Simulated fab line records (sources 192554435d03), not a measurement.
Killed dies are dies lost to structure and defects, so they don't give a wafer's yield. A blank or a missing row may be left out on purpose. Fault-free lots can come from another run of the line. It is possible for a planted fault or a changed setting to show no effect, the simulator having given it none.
Chamber matching -- flow n5-finfet -- 4 sister chambers for N5_BEOL_M9_DESCUM_16 on rie-diel-02
The step chemistry O2, time 7.9 s. 33 wafers are shown with their chamber, then 12 later ones without.

EACH WAFER AND ITS CHAMBER
wafer,chamber,showerhead-plenum-p-Torr (Torr),throttle-valve-pct (%),drypump-motor-current-A (A)
L076.1,3,2.02,20.77,5.8
L076.2,2,2.18,20.59,6.0
L076.4,2,2.18,20.59,6.0
L075.1,0,2.06,20.38,5.6
L075.2,3,2.02,20.78,5.8
L075.3,2,2.18,20.59,6.1
L075.4,0,2.05,20.41,5.7
L075.5,3,2.02,20.79,5.8
L075.6,2,2.18,20.59,6.0
L081.2,2,2.18,20.59,6.0
L081.5,1,2.13,20.21,6.3
L081.6,2,2.18,20.61,6.0
L082.2,1,2.13,20.21,6.3
L082.3,3,2.01,20.80,5.8
L082.5,3,2.01,20.79,5.8
L085.2,3,2.01,20.80,5.8
L085.3,1,2.13,20.20,6.3
L085.4,2,2.18,20.59,6.0
L084.2,2,2.17,20.63,6.0
L084.4,0,2.05,20.44,5.6
L084.5,3,2.01,20.82,5.8
L083.3,2,2.17,20.63,6.0
L083.4,1,2.12,20.23,6.3
L083.5,1,2.12,20.24,6.3
L087.1,0,2.04,20.43,5.6
L087.4,3,2.01,20.82,5.8
L087.6,3,2.01,20.83,5.8
L088.1,0,2.04,20.45,5.6
L088.2,3,2.01,20.82,5.8
L088.3,1,2.12,20.26,6.4
L088.4,2,2.17,20.62,6.0
L088.5,1,2.12,20.23,6.3
L088.6,0,2.04,20.44,5.6

SIGNATURES (means of the wafers above)
reading,chamber 0,chamber 1,chamber 2,chamber 3,scatter within a chamber
showerhead-plenum-p-Torr,2.0467,2.1243,2.1770,2.0130,0.00565
throttle-valve-pct,20.4250,20.2257,20.6030,20.8020,0.0206
drypump-motor-current-A,5.617,6.314,6.010,5.800,0.0299
Rule: a wafer's distance from a chamber is the root of the sum, over the readings, of the square of ((its reading less the chamber's mean) divided by the reading's scatter). If the next closest chamber is less than 2 further off than the closest, the wafer can't be placed; otherwise it belongs to the closest. The scatter: take each reading less its chamber's mean, square it, sum over the shown wafers, divide by the number of wafers less the number of chambers, and take the root.

WAFERS WITH NO CHAMBER GIVEN
wafer,showerhead-plenum-p-Torr (Torr),throttle-valve-pct (%),drypump-motor-current-A (A)
L092.1,2.00,20.83,5.8
L092.2,2.17,20.65,6.0
L092.6,2.04,20.46,5.7
L091.1,2.04,20.47,5.6
L091.3,2.00,20.83,5.8
L091.6,2.17,20.62,6.0
L094.1,2.04,20.46,5.6
L094.2,2.17,20.65,6.0
L094.3,2.00,20.82,5.8
L095.4,2.17,20.66,6.0
L095.5,2.04,20.47,5.6
L095.6,2.12,20.25,6.4

WHICH CHAMBER EACH WENT THROUGH
wafer,from the rows above,in truth
L092.1,3,3
L092.2,2,2
L092.6,0,0
L091.1,0,0
L091.3,3,3
L091.6,2,2
L094.1,0,0
L094.2,2,2
L094.3,3,3
L095.4,2,2
L095.5,0,0
L095.6,1,1
Correct placement for 12 of the 12. Can't be placed from these rows: 0. Number placed wrongly: 0.
